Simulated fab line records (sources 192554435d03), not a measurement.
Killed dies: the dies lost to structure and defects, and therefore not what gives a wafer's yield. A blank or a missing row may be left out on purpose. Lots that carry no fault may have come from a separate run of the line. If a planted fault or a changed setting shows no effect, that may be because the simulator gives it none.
Matching of chambers ; flow n5-finfet ; rie-diel-01 running N5_BEOL_M6_DESCUM_16: 4 sister chambers
The step chemistry O2, time 7.9 s. 4 wafers are shown with their chamber, then 8 later ones without.

== WAFERS WITH THEIR CHAMBER ==
wafer;chamber;throttle-valve-pct (%)
L086.1;0;20.22
L089.2;3;20.70
L089.4;2;20.43
L094.1;1;20.20

== WAFERS MISSING THEIR CHAMBER ==
wafer;throttle-valve-pct (%)
L094.4;20.71
L094.6;20.73
L095.2;20.08
L095.3;20.24
L095.6;20.08
L093.3;20.19
L093.4;20.08
L093.6;20.19

== WHICH CHAMBER EACH WENT THROUGH ==
wafer;from the rows above;in truth
L094.4;3;3
L094.6;3;3
L095.2;can't be placed: 1 or 0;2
L095.3;can't be placed: 0 or 1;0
L095.6;can't be placed: 1 or 0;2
L093.3;can't be placed: 1 or 0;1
L093.4;can't be placed: 1 or 0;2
L093.6;can't be placed: 1 or 0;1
Correctly placed: 2 of 8. Can't be placed from these rows: 6 (the true chamber is among the candidates in 3). Placed wrongly: 0.
How it was worked out, from the rows above alone: a wafer's distance from a chamber is the root of the sum, over the readings, of the square of ((its reading less the chamber's mean) divided by the reading's scatter). If the next closest chamber is less than 2 further off than the closest, the wafer can't be placed; otherwise it belongs to the closest. A chamber's mean is the mean of its shown wafers. The scatter: root of mean squared gap, hidden wafer to nearest shown wafer, with one shown wafer a chamber.
